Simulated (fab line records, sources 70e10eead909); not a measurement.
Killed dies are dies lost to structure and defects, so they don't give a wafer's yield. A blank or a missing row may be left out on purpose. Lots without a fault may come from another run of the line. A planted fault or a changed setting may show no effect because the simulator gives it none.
Which tool did it? | flow nand_harc | 22 lots, 66 wafers sampled, at 5 steps of a route of 1302

WHAT THE GAUGES READ, wafer by wafer
NHARC_A_STAIRCASE_INSPECT_155. Usual: raw_defect_count 402, standard deviation 110.
lot  | measured     | on                | raw_defect_count | flag
L074 | day 19 09:48 | defect_inspect-02 | 474 445 401      |
L075 | day 19 10:01 | defect_inspect-01 | 313 374 384      |
L078 | day 20 07:13 | defect_inspect-01 | 278 400 483      |
L077 | day 20 05:58 | defect_inspect-01 | 357 325 360      |
L076 | day 20 06:04 | defect_inspect-01 | 611 463 463      |
L079 | day 20 16:01 | defect_inspect-01 | 569 497 427      |
L080 | day 21 23:32 | defect_inspect-02 | 382 286 293      |
L081 | day 21 23:20 | defect_inspect-01 | 480 493 548      |
L083 | day 23 02:43 | defect_inspect-02 | 552 400 402      |
L082 | day 23 02:44 | defect_inspect-01 | 548 554 552      |
L085 | day 23 23:46 | defect_inspect-01 | 261 455 296      |
L084 | day 24 02:08 | defect_inspect-01 | 398 257 289      |
L087 | day 24 04:56 | defect_inspect-02 | 411 492 323      |
L086 | day 24 05:14 | defect_inspect-02 | 466 650 618      |
L089 | day 25 08:50 | defect_inspect-01 | 406 306 450      |
L091 | day 26 09:37 | defect_inspect-01 | 532 582 474      |
L090 | day 26 09:19 | defect_inspect-02 | 313 301 391      |
L092 | day 26 09:15 | defect_inspect-02 | 307 269 288      |
L093 | day 26 23:20 | defect_inspect-02 | 321 308 257      |
L094 | day 27 17:26 | defect_inspect-02 | 309 224 213      |
L096 | day 28 08:15 | defect_inspect-01 | 283 414 330      |
L097 | day 29 00:51 | defect_inspect-02 | 341 312 280      |

WHICH TOOL RAN EACH LOT (tool, then ch and the chambers of the sampled wafers, then the start)
lot  | NHARC_A_STAIRCASE_ETCH_271         | NHARC_A_STAIRCASE_DESCUM_291       | NHARC_A_STAIRCASE_ETCH_315                    | NHARC_A_STAIRCASE_CMP_152
L074 | rie_diel-06 ch 0,1,2, day 16 08:17 | rie_diel-06 ch 0,1,2, day 16 16:56 | rie_diel-09 ch 0,2,3, day 19 08:07 or earlier | cmp-02 ch 1,2,3, day 19 08:07
L075 | rie_diel-06 ch 0,2,3, day 16 14:08 | rie_diel-06 ch 1,3, day 17 00:44   | rie_diel-06 ch 0,2, day 19 08:18 or earlier   | cmp-01 ch 0,1,2, day 19 08:18
L078 | rie_diel-09 ch 0,2,3, day 17 16:19 | rie_diel-09 ch 0,1,2, day 18 00:42 | rie_diel-06 ch 0,1,3, day 20 05:29 or earlier | cmp-04 ch 0,2,3, day 20 05:29
L077 | rie_diel-01 ch 0,1,2, day 17 19:48 | rie_diel-09 ch 0,1,2, day 18 04:19 | rie_diel-06 ch 1,3, day 20 04:12 or earlier   | cmp-02 ch 0,1, day 20 04:12
L076 | rie_diel-06 ch 0,1,3, day 17 20:30 | rie_diel-09 ch 0,2,3, day 18 04:43 | rie_diel-09 ch 1,2,3, day 20 04:21 or earlier | cmp-04 ch 0,2,3, day 20 04:21
L079 | rie_diel-09 ch 2,3, day 18 00:52   | rie_diel-09 ch 0,2,3, day 18 07:55 | rie_diel-06 ch 1,3, day 20 14:19 or earlier   | cmp-04 ch 1,3, day 20 14:19
L080 | rie_diel-06 ch 0,1, day 19 06:10   | rie_diel-01 ch 0,1,2, day 19 12:22 | rie_diel-01 ch 0,3, day 21 21:37 or earlier   | cmp-02 ch 0,1, day 21 21:37
L081 | rie_diel-09 ch 0,1,3, day 19 10:43 | rie_diel-09 ch 0,1,3, day 19 16:20 | rie_diel-06 ch 0,1,2, day 21 21:28 or earlier | cmp-04 ch 2,3, day 21 21:28
L083 | rie_diel-09 ch 0,1, day 20 10:57   | rie_diel-01 ch 2,3, day 20 16:44   | rie_diel-06 ch 2,3, day 23 00:46 or earlier   | cmp-01 ch 0,1,2, day 23 00:46
L082 | rie_diel-09 ch 0,2,3, day 20 12:49 | rie_diel-01 ch 0,1,2, day 20 22:23 | rie_diel-01 ch 0,1,3, day 23 00:54 or earlier | cmp-01 ch 1,2, day 23 00:54
L085 | rie_diel-09 ch 1,3, day 20 23:05   | rie_diel-01 ch 2,3, day 21 08:52   | rie_diel-06 ch 0,1,2, day 23 21:35 or earlier | cmp-01 ch 1,2, day 23 21:35
L084 | rie_diel-01 ch 1,2,3, day 21 00:16 | rie_diel-01 ch 0,3, day 21 10:50   | rie_diel-01 ch 0,1,3, day 24 00:25 or earlier | cmp-02 ch 1,2, day 24 00:25
L087 | rie_diel-09 ch 0,2,3, day 21 12:46 | rie_diel-06 ch 0,2,3, day 21 23:35 | rie_diel-06 ch 0,2,3, day 24 03:11 or earlier | cmp-04 ch 0,1,2, day 24 03:11
L086 | rie_diel-06 ch 2,3, day 21 13:50   | rie_diel-01 ch 0,3, day 22 01:19   | rie_diel-01 ch 2,3, day 24 03:19 or earlier   | cmp-01 ch 1,2, day 24 03:19
L089 | rie_diel-06 ch 2,3, day 22 19:02   | rie_diel-01 ch 0,2,3, day 23 02:07 | rie_diel-09 ch 0,1,3, day 25 07:05 or earlier | cmp-01 ch 0,1,2, day 25 07:05
L091 | rie_diel-06 ch 0,1,3, day 23 10:35 | rie_diel-06 ch 0,1,2, day 23 18:12 | rie_diel-01 ch 0,1,2, day 26 07:53 or earlier | cmp-01 ch 0,1,2, day 26 07:53
L090 | rie_diel-09 ch 0,1,3, day 23 11:04 | rie_diel-01 ch 0,1,3, day 23 18:47 | rie_diel-01 ch 0,1,2, day 26 07:36 or earlier | cmp-02 ch 0,1,3, day 26 07:36
L092 | rie_diel-06 ch 0,1,2, day 23 16:17 | rie_diel-01 ch 1,2,3, day 23 22:32 | rie_diel-01 ch 0,1, day 26 07:20 or earlier   | cmp-04 ch 1,2, day 26 07:20
L093 | rie_diel-09 ch 1,2,3, day 24 08:28 | rie_diel-09 ch 1,2,3, day 24 15:16 | rie_diel-01 ch 0,1,2, day 26 21:37 or earlier | cmp-01 ch 0,2,3, day 26 21:37
L094 | rie_diel-01 ch 0,1, day 25 08:12   | rie_diel-06 ch 0,1,3, day 25 14:35 | rie_diel-01 ch 0,2,3, day 27 15:44 or earlier | cmp-01 ch 0,1,3, day 27 15:44
L096 | rie_diel-09 ch 2,3, day 25 12:23   | rie_diel-01 ch 0,3, day 25 19:06   | rie_diel-09 ch 1,2,3, day 28 06:28 or earlier | cmp-04 ch 0,1,2, day 28 06:28
L097 | rie_diel-06 ch 1,2,3, day 26 05:05 | rie_diel-09 ch 0,1,3, day 26 12:49 | rie_diel-09 ch 0,1,2, day 28 23:02 or earlier | cmp-02 ch 1,3, day 28 23:02
- NHARC_A_STAIRCASE_ETCH_271: etches the open film in CF4/CHF3.
- NHARC_A_STAIRCASE_DESCUM_291: chemistry O2, time 3 s.
- NHARC_A_STAIRCASE_ETCH_315: etches the open film in C4F8/O2/Ar, target depth 2500 nm, time 607.1 s.
- NHARC_A_STAIRCASE_CMP_152: polishes.

WHAT THE TOOLS THEMSELVES READ (means of the sampled wafers that have a number; where no wafer has one, the mark that the record gives instead)
NHARC_A_STAIRCASE_ETCH_271. Usual: chf3_flow_sccm 30.01 sccm, standard deviation 0.083; drypump_motor_current_A 5.7 A, standard deviation 0.37; oes_product_au 0.957 a.u., standard deviation 0.022; rf_vpp_V 369.8 V, standard deviation 1.6; showerhead_plenum_p_Torr 1.55 Torr, standard deviation 0.045; throttle_valve_pct 16.803 %, standard deviation 0.0098.
lot  | tool        | chf3_flow_sccm (sccm) | drypump_motor_current_A (A) | oes_product_au (a.u.) | rf_vpp_V (V) | showerhead_plenum_p_Torr (Torr) | throttle_valve_pct (%) | flag
L074 | rie_diel-06 | 30.05                 | 5.5                         | 0.958                 | 370.7        | 1.59                            | 16.801                 |
L075 | rie_diel-06 | 29.96                 | 5.5                         | 0.931                 | 369.6        | 1.55                            | 16.804                 |
L078 | rie_diel-09 | 30.10                 | 5.8                         | 0.965                 | 370.7        | 1.56                            | 16.801                 |
L077 | rie_diel-01 | 30.03                 | 5.5                         | 0.976                 | 370.1        | 1.55                            | 16.805                 |
L076 | rie_diel-06 | 30.00                 | 5.8                         | 0.969                 | 369.7        | 1.56                            | 16.797                 |
L079 | rie_diel-09 | 29.95                 | 5.9                         | 0.936                 | 370.0        | 1.59                            | 16.803                 |
L080 | rie_diel-06 | 30.04                 | 5.8                         | 0.967                 | 371.1        | 1.59                            | 16.808                 |
L081 | rie_diel-09 | 29.95                 | 5.9                         | 0.964                 | 369.3        | 1.54                            | 16.790                 |
L083 | rie_diel-09 | 29.96                 | 6.0                         | 0.968                 | 368.4        | 1.50                            | 16.803                 |
L082 | rie_diel-09 | 30.04                 | 5.8                         | 0.965                 | 370.6        | 1.55                            | 16.807                 |
L085 | rie_diel-09 | 30.01                 | 5.9                         | 0.921                 | 371.1        | 1.57                            | 16.802                 |
L084 | rie_diel-01 | 29.93                 | 5.3                         | 0.975                 | 370.2        | 1.52                            | 16.811                 |
L087 | rie_diel-09 | 29.96                 | 5.7                         | 0.970                 | 370.2        | 1.55                            | 16.802                 |
L086 | rie_diel-06 | 30.04                 | 5.3                         | 0.974                 | 370.0        | 1.55                            | 16.802                 |
L089 | rie_diel-06 | 30.05                 | 5.3                         | 0.930                 | 369.1        | 1.55                            | 16.805                 |
L091 | rie_diel-06 | 29.97                 | 5.8                         | 0.980                 | 369.3        | 1.55                            | 16.804                 |
L090 | rie_diel-09 | 29.99                 | 5.9                         | 0.972                 | 368.9        | 1.53                            | 16.807                 |
L092 | rie_diel-06 | 30.08                 | 5.5                         | 0.925                 | 370.4        | 1.57                            | 16.796                 |
L093 | rie_diel-09 | 30.01                 | 5.9                         | 0.931                 | 370.1        | 1.55                            | 16.805                 |
L094 | rie_diel-01 | 29.97                 | 5.3                         | 0.960                 | 369.5        | 1.55                            | 16.794                 |
L096 | rie_diel-09 | 30.08                 | 5.8                         | 0.920                 | 371.3        | 1.58                            | 16.816                 |
L097 | rie_diel-06 | 30.03                 | 5.6                         | 0.939                 | 369.2        | 1.56                            | 16.809                 |

NHARC_A_STAIRCASE_DESCUM_291. Usual: drypump_motor_current_A 5.6 A, standard deviation 0.37; o2_flow_sccm 200.0 sccm, standard deviation 0.6; oes_product_au 0.999 a.u., standard deviation 0.0085; rf_vpp_V 57.6 V, standard deviation 0.89; showerhead_plenum_p_Torr 1.86 Torr, standard deviation 0.061; throttle_valve_pct 11.311 %, standard deviation 0.0084.
lot  | tool        | drypump_motor_current_A (A) | o2_flow_sccm (sccm) | oes_product_au (a.u.) | rf_vpp_V (V) | showerhead_plenum_p_Torr (Torr) | throttle_valve_pct (%) | flag
L074 | rie_diel-06 | 5.5                         | 199.6               | 1.005                 | 57.0         | 1.93                            | 11.313                 |
L075 | rie_diel-06 | 5.9                         | 200.2               | 1.002                 | 57.7         | 1.88                            | 11.316                 |
L078 | rie_diel-09 | 5.9                         | 200.4               | 1.002                 | 57.2         | 1.86                            | 11.310                 |
L077 | rie_diel-09 | 5.9                         | 200.3               | 0.991                 | 57.2         | 1.86                            | 11.308                 |
L076 | rie_diel-09 | 5.8                         | 200.1               | 0.988                 | 58.0         | 1.90                            | 11.317                 |
L079 | rie_diel-09 | 5.8                         | 199.8               | 0.988                 | 58.0         | 1.90                            | 11.313                 |
L080 | rie_diel-01 | 5.5                         | 200.3               | 1.000                 | 57.2         | 1.88                            | 11.313                 |
L081 | rie_diel-09 | 5.9                         | 199.9               | 0.997                 | 58.5         | 1.86                            | 11.310                 |
L083 | rie_diel-01 | 5.5                         | 200.1               | 0.990                 | 57.5         | 1.80                            | 11.306                 |
L082 | rie_diel-01 | 5.5                         | 199.4               | 1.002                 | 57.0         | 1.87                            | 11.302                 |
L085 | rie_diel-01 | 5.7                         | 199.4               | 0.995                 | 57.3         | 1.80                            | 11.318                 |
L084 | rie_diel-01 | 5.4                         | 200.2               | 1.001                 | 57.5         | 1.82                            | 11.307                 |
L087 | rie_diel-06 | 5.5                         | 200.0               | 1.004                 | 58.1         | 1.87                            | 11.307                 |
L086 | rie_diel-01 | 5.5                         | 200.4               | 0.998                 | 57.6         | 1.85                            | 11.310                 |
L089 | rie_diel-01 | 5.6                         | 199.8               | 1.005                 | 57.4         | 1.82                            | 11.308                 |
L091 | rie_diel-06 | 5.5                         | 199.7               | 1.000                 | 58.3         | 1.91                            | 11.317                 |
L090 | rie_diel-01 | 5.2                         | 200.5               | 1.003                 | 56.4         | 1.87                            | 11.316                 |
L092 | rie_diel-01 | 5.3                         | 199.6               | 1.002                 | 57.7         | 1.85                            | 11.305                 |
L093 | rie_diel-09 | 5.9                         | 199.7               | 1.002                 | 57.6         | 1.88                            | 11.316                 |
L094 | rie_diel-06 | 5.8                         | 200.3               | 1.008                 | 58.2         | 1.88                            | 11.311                 |
L096 | rie_diel-01 | 5.4                         | 200.0               | 1.003                 | 56.9         | 1.81                            | 11.311                 |
L097 | rie_diel-09 | 5.9                         | 199.7               | 1.002                 | 57.8         | 1.84                            | 11.316                 |

NHARC_A_STAIRCASE_ETCH_315. Usual: oes_product_au 0.932 a.u., standard deviation 0.0075; rf_vpp_V 1822 V, standard deviation 8.1.
lot  | tool        | oes_product_au (a.u.) | rf_vpp_V (V) | flag
L074 | rie_diel-09 | 0.931                 | 1824         |
L075 | rie_diel-06 | 0.932                 | 1827         |
L078 | rie_diel-06 | 0.938                 | 1824         |
L077 | rie_diel-06 | 0.932                 | 1827         |
L076 | rie_diel-09 | 0.927                 | 1825         |
L079 | rie_diel-06 | 0.927                 | 1828         |
L080 | rie_diel-01 | 0.934                 | 1815         |
L081 | rie_diel-06 | 0.935                 | 1828         |
L083 | rie_diel-06 | 0.929                 | 1824         |
L082 | rie_diel-01 | 0.921                 | 1822         |
L085 | rie_diel-06 | 0.929                 | 1827         |
L084 | rie_diel-01 | 0.928                 | 1822         |
L087 | rie_diel-06 | 0.940                 | 1821         |
L086 | rie_diel-01 | 0.938                 | 1811         |
L089 | rie_diel-09 | 0.936                 | 1819         |
L091 | rie_diel-01 | 0.931                 | 1820         |
L090 | rie_diel-01 | 0.928                 | 1820         |
L092 | rie_diel-01 | 0.933                 | 1824         |
L093 | rie_diel-01 | 0.935                 | 1821         |
L094 | rie_diel-01 | 0.935                 | 1814         |
L096 | rie_diel-09 | 0.927                 | 1822         |
L097 | rie_diel-09 | 0.938                 | 1816         |

NHARC_A_STAIRCASE_CMP_152. Usual: motor_current_A 12.1 A, standard deviation 1.5; retaining_ring_pressure_frac 1.000, standard deviation 0.0046.
lot  | tool   | motor_current_A (A) | retaining_ring_pressure_frac | flag
L074 | cmp-02 | 11.8                | 1.005                        |
L075 | cmp-01 | 11.1                | 1.003                        |
L078 | cmp-04 | 13.3                | 1.002                        |
L077 | cmp-02 | 12.8                | 1.000                        |
L076 | cmp-04 | 13.2                | 1.001                        |
L079 | cmp-04 | 12.1                | 0.998                        |
L080 | cmp-02 | 12.9                | 1.000                        |
L081 | cmp-04 | 13.3                | 0.996                        |
L083 | cmp-01 | 10.7                | 1.001                        |
L082 | cmp-01 | 11.3                | 1.001                        |
L085 | cmp-01 | 11.4                | 0.998                        |
L084 | cmp-02 | 11.6                | 0.996                        |
L087 | cmp-04 | 13.8                | 0.997                        |
L086 | cmp-01 | 10.6                | 0.996                        |
L089 | cmp-01 | 10.9                | 1.000                        |
L091 | cmp-01 | 10.9                | 0.996                        |
L090 | cmp-02 | 12.3                | 0.999                        |
L092 | cmp-04 | 13.2                | 0.994                        |
L093 | cmp-01 | 10.6                | 0.999                        |
L094 | cmp-01 | 10.3                | 1.000                        |
L096 | cmp-04 | 13.7                | 1.001                        |
L097 | cmp-02 | 12.3                | 1.001                        |

THE ANSWER, worked out from the rows above alone
Rule: a lot is off if the mean of its wafers that have a number lies more than 3 standard deviations from the usual mean. A lot without any number at a reading at which 4 lots or more have one is off too. The other lots that the step has rows for count as sound. The gauges are gone through in route order, then the tools' own readings, and for those a lot's mean is taken as printed above. The first step at which some lot is off is used, and at that step the reading that is off furthest; a lot without a number counts as furthest.
No lot is off at any reading shown: from this, nothing can be told.

WHAT THE SIMULATOR HAD PUT IN
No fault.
